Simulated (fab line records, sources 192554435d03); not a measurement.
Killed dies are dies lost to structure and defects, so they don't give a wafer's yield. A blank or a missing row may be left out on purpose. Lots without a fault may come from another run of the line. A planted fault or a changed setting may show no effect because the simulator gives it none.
fab line records | flow n5_finfet
record lots=4 wafers=12 last_day=17
route steps=1938 shown PMOS_HMC_CHANNEL_EPI@87 FIN_SAQP@90 BEOL_M4@1111
lots that met no fault: from a run of the same line without faults
start_h: hours from the record's first day to the start of the lot's first wafer shown | wait_h: hours since the lot's step before | " the same as in the row above | L1.1+2: a row that stands for several wafers | - no value, or no start given | * or withheld: withheld | < > ~ a bound
route shown NAME@n: a module of which the file shows steps, and the number in the route of the first | usual: mean/standard deviation of fault-free wafers | same: alike in all rows | chamber/n: place in a boat | sites: the reading at each site | _std_site: their standard deviation | _edge_site: outer sites' mean less inner sites' | radius_mm: how far each site lies from the wafer's centre | mask NAME#n: copy n | behind: the tool/chamber that last shaped the wafer | hold: why the lot was held/for how many hours/how that ended | device: the transistor (n, p or np) that didn't switch | end of line: the same wafers' tests at the end of the route | a step without rows: its recipe alone | killed: dies lost to structure and defects at the first sort, not the wafer's yield | map: a wafer's dies, x killed, . not, _ none there
set.NAME: the setting as run; set.NAME@STEP: as run at that earlier step | model.NAME: the simulator's own value behind a step, which no gauge read
lots at some steps of the route; a table a step, a row a wafer
services: from which hour (start_h, from the record's first day; less than 0 if before it) a tool's chamber was out of use, for how many hours, and why
## steps
# step N5_PMOS_HMC_CHANNEL_EPI_EPI_26
# recipe material=Si target_thk_a=38 temp_c=650 precursor=SiH4/H2 pressure_torr=20 time_s=22.7
# step N5_FIN_SAQP_PRECLEAN_42
# recipe chemistry=O3/DIW time_s=60 temp_c=22 o3_ppm=10
# step N5_FIN_SAQP_PRECLEAN_00
# recipe chemistry=SC1 time_s=60 temp_c=55 mix=1:2:50
# step N5_FIN_SAQP_PRECLEAN_44
# recipe chemistry=SC2 time_s=45 temp_c=35 mix=1:1:50
# step N5_FIN_SAQP_SRD_01
# recipe dry=ipa_marangoni time_s=30 temp_c=23 rinse_liquid=diw
# step N5_FIN_SAQP_ALD_61
# recipe material=SiO2 target_thk_a=40 temp_c=300 ald_precursor_family=BDEAS ald_co_reactant=O2-plasma pulse_time_s=1 purge_time_s=2 co_reactant_purge_time_s=2 ald_cycles=43 pressure_torr=2
# step N5_FIN_SAQP_DENSIFY_62
# recipe temp_c=700 time_s=60 ambient=N2 idle_temp_c=600 ramp_up_c_per_s=150 ramp_down_c_per_s=60 cool_to_c=600
# step N5_FIN_SAQP_HM_DEP_03
# recipe material=SiNx target_thk_a=380 temp_c=400 precursor=SiH4/NH3/N2 pressure_torr=1.5 rf_w=300 time_s=33.6
# step N5_FIN_SAQP_PECVD_47
# recipe material=a-Si target_thk_a=450 temp_c=400 precursor=SiH4/He pressure_torr=3 rf_w=100 time_s=36.3
# step N5_FIN_SAQP_PECVD_48
# recipe material=SiNx target_thk_a=250 temp_c=400 precursor=SiH4/NH3/N2 pressure_torr=1.5 rf_w=300 time_s=22.1
# usual heater_power_w=777/91 showerhead_plenum_p_Torr=5.16/0.067 susceptor_temp_C=400.01/0.22 throttle_valve_pct=40.3/2.4
# columns lot.wafer tool chamber start_h wait_h heater_power_w showerhead_plenum_p_Torr susceptor_temp_C throttle_valve_pct model.SiNx_of_FIN_SAQP_PECVD_48.thk_nm
L634.2 pecvd-01 0 51.26 0.0 857 5.10 399.85 39.7 26.8
L634.5 " 0 " " 873 5.11 400.03 39.9 27.32
L634.6 " 1 " " 867 5.13 400.24 45.6 24.28
L641.2 pecvd-01 0 93.51 0.0 789 5.10 399.87 39.7 27.43
L641.5 " 2 " " 708 5.13 400.01 38.0 24.92
L641.6 " 1 " " 839 5.12 400.22 45.5 24.88
L642.1 pecvd-03 0 100.48 0.0 793 5.08 399.95 40.2 25.69
L642.2 " 1 " " 866 5.29 400.30 37.7 25.15
L642.3 " 2 " " 769 5.17 399.81 39.2 25.33
L650.2 pecvd-01 0 147.62 0.0 938 5.09 399.66 39.6 24.6
L650.5 " 2 " " 719 5.12 399.92 37.7 24.98
L650.6 " 0 " " 904 5.08 400.06 39.5 24.77
# step N5_FIN_SAQP_PECVD_06
# recipe material=a-Si target_thk_a=600 temp_c=400 precursor=SiH4/He pressure_torr=3 rf_w=100 time_s=48.1
# step N5_FIN_SAQP_HM_DEP_72
# recipe material=SiO2 target_thk_a=120 temp_c=400 precursor=SiH4/N2O pressure_torr=0.75 rf_w=275 time_s=7.2
# step N5_FIN_SAQP_COAT_49
# recipe resist=SOC temp_c=250 time_s=60 spin_rpm=1500 resist_thk_nm=100
# step N5_FIN_SAQP_COAT_50
# recipe resist=SiARC temp_c=220 time_s=60 spin_rpm=1500 resist_thk_nm=35
# step N5_FIN_SAQP_COAT_10
# recipe resist=CAR-ArF spin_rpm=1500 resist_thk_nm=90
# step N5_FIN_SAQP_EBR_12
# recipe solvent=PGMEA ebr_width_mm=1.5
# step N5_FIN_SAQP_SOFTBAKE_11
# recipe temp_c=110 time_s=60 resist=CAR-ArF
# step N5_FIN_SAQP_EXPOSE_13
# recipe mask_id=FIN_CORE na=1.35 source_shape=dipole sigma_inner=0.538 sigma_outer=0.738 polarization=te target_cd_nm=35.6 dose_mj=63.25
# step N5_FIN_SAQP_PEB_14
# recipe peb_temp_c=withheld peb_time_s=60 resist=CAR-ArF
# step N5_FIN_SAQP_DEVELOP_15
# recipe develop_time_s=30 developer=TMAH resist=CAR-ArF dev_temp_c=23 rinse_liquid=diw dry=air_spin
# step N5_FIN_SAQP_DESCUM_21
# recipe chemistry=O2 time_s=7.9 source_power_w=50 bias_power_w=20 pressure_mtorr=20 rf_frequency_hz=2.712e+07 temp_c=40 resist=CAR-ArF o2_flow_sccm=225
# step N5_FIN_SAQP_ETCH_51
# recipe chemistry=CF4 target=SiARC target_depth_a=455 mask_material=CAR-ArF time_s=75.8 ion_energy_ev=80 pressure_mtorr=40 source_w=545 bias_w=36 Ar_flow_sccm=100 cf4_flow_sccm=100 ends=cleared
# step N5_FIN_SAQP_ETCH_52
# recipe chemistry=N2/H2 target=SOC target_depth_a=1000 overetch_a=200 mask_material=SiARC temp_c=40 time_s=150 ion_energy_ev=200 pressure_mtorr=30 source_w=840 bias_w=150 n2_flow_sccm=200 h2_flow_sccm=200 ends=end_point
# step N5_FIN_SAQP_STRIP_53
# recipe chemistry=N2/H2 temp_c=40 n2_flow_sccm=200 h2_flow_sccm=200 rf_frequency_hz=6e+07
# step N5_FIN_SAQP_HM_OPEN_73
# recipe chemistry=CHF3/O2 target=SiO2 stop_on=a-Si target_depth_a=120 over_etch_frac=1.8 mask_material=SOC time_s=16.8 pressure_mtorr=30 source_w=650 bias_w=170 Ar_flow_sccm=200 CHF3_flow_sccm=50 O2_flow_sccm=5 ion_energy_ev=200 ends=end_point
# step N5_FIN_SAQP_STRIP_74
# recipe chemistry=CHF3/O2 resist=SiARC rf_frequency_hz=6e+07
# step N5_FIN_SAQP_MANDREL_ETCH_22
# recipe target_depth_a=600 chemistry=HBr/Cl2 target=a-Si stop_on=SiNx bt_time_s=10 over_etch_frac=0.5 time_s=30 pressure_mtorr=10 icp_w=800 bias_w=75 HBr_flow_sccm=150 Cl2_flow_sccm=80 ends=end_point
# step N5_FIN_SAQP_STRIP_55
# recipe chemistry=N2/H2 power_w=500 temp_c=40 pressure_mtorr=50 rf_frequency_hz=6e+07 overash_fraction=0.3 bias_power_w=28 h2_frac=0.5 n2_flow_sccm=300 h2_flow_sccm=300
# step N5_FIN_SAQP_STRIP_23
# recipe chemistry=SPM time_s=750 temp_c=130 h2so4_h2o2_vol_ratio=4
# step N5_FIN_SAQP_SRD_66
# recipe dry=ipa_marangoni time_s=30 temp_c=23 rinse_liquid=diw
# step N5_FIN_SAQP_RECESS_75
# recipe chemistry=HF/NH3 target=SiO2 target_depth_a=144 afs_cycles=3 temp_c=30 sublimation_temp_c=180 sublimation_time_s=60
# step N5_FIN_SAQP_SPACER1_ALD_24
# recipe material=SiO2 target_thk_a=203 temp_c=300 ald_precursor_family=BDEAS ald_co_reactant=O2-plasma pulse_time_s=1 purge_time_s=2 co_reactant_purge_time_s=2 ald_cycles=218 pressure_torr=2
# step N5_FIN_SAQP_SPACER1_ETCHBACK_25
# recipe chemistry=CHF3/O2 mode=anisotropic_etchback target=SiO2 target_depth_a=244 time_s=12.2 pressure_mtorr=30 source_w=650 bias_w=170 Ar_flow_sccm=200 CHF3_flow_sccm=50 O2_flow_sccm=5 ion_energy_ev=200
# step N5_FIN_SAQP_MANDREL1_REMOVE_56
# recipe chemistry=HBr/Cl2/O2 bt_time_s=10 target=a-Si stop_on=SiNx endpoint=OES-SiCl over_etch_frac=1 icp_w=600 bias_w=22 HBr_flow_sccm=150 Cl2_flow_sccm=80 O2_flow_sccm=5 pressure_mtorr=10
# step N5_FIN_SAQP_ETCH_57
# recipe chemistry=CH3F/O2 target=SiNx mask_material=SiO2 target_depth_a=325 time_s=46.4 pressure_mtorr=30 source_w=395 bias_w=73 Ar_flow_sccm=150 CH3F_flow_sccm=30 O2_flow_sccm=20 ion_energy_ev=120 ends=cleared
# usual drypump_motor_current_A=5.7/0.51 etch_rf_on_time_s=46.1/1.2 oes_product_au=0.66/0.068 rf_vpp_V=297/5.6 showerhead_plenum_p_Torr=1.98/0.075 throttle_valve_pct=16.43/0.18
# columns lot.wafer tool chamber start_h wait_h drypump_motor_current_A etch_rf_on_time_s oes_product_au rf_hours_counter_h rf_vpp_V showerhead_plenum_p_Torr throttle_valve_pct model.etch.depth_nm
L634.2 rie_diel-04 0 54.46 0.0 6.0 49.2 0.68 100 292 2.10 16.41 26.8
L634.5 " 3 " " 4.9 49.5 0.66 - 299 1.94 16.54 27.32
L634.6 " 0 " " 6.0 44.4 0.68 - 293 2.11 16.42 24.28
L641.2 rie_diel-06 3 97.90 0.3 5.1 51.0 0.58 243 299 1.97 16.57 27.43
L641.5 " 0 " " 6.4 46.8 0.59 - 297 1.99 16.49 24.92
L641.6 " 3 " " 5.1 46.6 0.59 - 299 1.97 16.55 24.88
L642.1 rie_diel-05 2 103.24 0.0 6.5 46.1 0.72 100 308 2.00 16.14 25.69
L642.2 " 1 " " 6.1 44.9 0.65 169 287 1.89 16.53 25.15
L642.3 " 3 " " 5.4 45.0 0.67 139 301 2.01 16.34 25.33
L650.2 rie_diel-04 2 150.65 0.0 4.8 46.8 0.61 192 304 2.08 16.48 24.6
L650.5 " 3 " " 4.9 45.0 0.64 - 299 1.93 16.59 24.98
L650.6 " 0 " " 6.1 45.2 0.65 - 294 2.09 16.48 24.62
# step N5_BEOL_M4_RC_MEAS_101
# usual DIBL_N=35.9/1.9 DIBL_P=35.8/2.4 IOFF_N=0.15/0.031 IOFF_P=0.21/0.037 ION_N=672/13 ION_P=462/8.3 SS_N=71.5/0.72 SS_P=73.2/0.67 VT_N=250/3.4 VT_P=-250/3.4
# columns lot.wafer tool chamber start_h wait_h DIBL_N[mV/V] DIBL_P[mV/V] IOFF_N[nA/um] IOFF_P[nA/um] ION_N[uA/um] ION_P[uA/um] SS_N[mV/dec] SS_P[mV/dec] VT_N[mV] VT_P[mV]
L634.2 prober-01 0 203.27 0.2 34.0 35.1 0.14 0.18 661 452 71.2 73.4 248 -252
L634.5 " 0 " " 31.8 31.8 0.11 0.14 660 452 70.7 72.2 254 -253
L634.6 " 0 " " 35.0 36.4 0.17 0.20 681 467 71.4 73.0 245 -251
L642.1 prober-01 0 244.71 0.0 34.5 33.8 0.13 0.18 654 449 71.2 72.0 254 -251
L642.2 " 0 " " 32.3 32.7 0.11 0.17 660 460 70.3 72.0 251 -250
L642.3 " 0 " " 33.7 35.3 0.13 0.20 675 468 71.3 72.5 248 -248
L641.2 prober-01 0 253.21 0.2 36.7 37.0 0.17 0.26 680 473 72.0 73.4 249 -245
L641.5 " 0 " " 36.3 35.2 0.16 0.22 688 470 72.1 72.8 248 -249
L641.6 " 0 " " 34.6 34.0 0.13 0.21 669 465 70.4 73.2 251 -246
L650.2 prober-02 0 310.43 0.2 36.9 39.3 0.16 0.22 676 461 71.9 73.3 252 -251
L650.5 " 0 " " 37.1 39.7 0.17 0.23 689 464 71.8 73.2 246 -249
L650.6 " 0 " " 35.9 38.9 0.14 0.22 675 464 72.0 73.0 252 -250
## services
# columns tool chamber start_h hours kind
pecvd-01 2 42.19 - calibration
rie_diel-04 1 45.42 - clean
rie_diel-04 1 45.42 - consumable_replace:focus_ring
rie_diel-04 1 45.42 15.9 scheduled_down
rie_diel-04 1 45.42 15.9 vent_cycle
pecvd-03 2 54.06 10.9 repair
rie_diel-05 3 71.28 7.9 repair
rie_diel-04 - 74.60 3.1 repair
rie_diel-06 0 82.55 4.1 repair
pecvd-03 - 85.89 2.8 pm
rie_diel-06 2 88.38 - clean
rie_diel-06 2 88.38 - consumable_replace:focus_ring
rie_diel-06 2 88.38 20.5 scheduled_down
rie_diel-06 2 88.38 20.5 vent_cycle
rie_diel-05 1 93.73 1.5 repair
pecvd-01 2 97.93 2.1 scheduled_down
rie_diel-06 3 112.52 - clean
rie_diel-06 3 112.52 - consumable_replace:focus_ring
rie_diel-06 3 112.52 19.5 scheduled_down
rie_diel-06 3 112.52 19.5 vent_cycle
pecvd-01 - 118.04 1.3 repair
rie_diel-05 - 130.49 0.3 repair
pecvd-01 1 132.42 29.7 repair
## key
first_sign step=N5_FIN_SAQP_ETCH_57 reading=etch_rf_on_time_s direction=up sigmas=3.3 usual=* struck=*
effect none on later readings
model_effect step=N5_FIN_SAQP_PECVD_48 value=SiNx_of_FIN_SAQP_PECVD_48.thk_nm without=24.81 struck=27.18
model_effect step=N5_FIN_SAQP_ETCH_57 value=etch.depth_nm without=24.81 struck=27.18
met_at N5_FIN_SAQP_PECVD_48
struck_wafers L634.2,L634.5,L641.2
fault kind=process_parameter_drift tool=pecvd-01 chamber=0 onset_h=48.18 steps=N5_FIN_SAQP_PECVD_48 channel=time_s offset=* shape=step end_h=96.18 acts_in=* stated=*
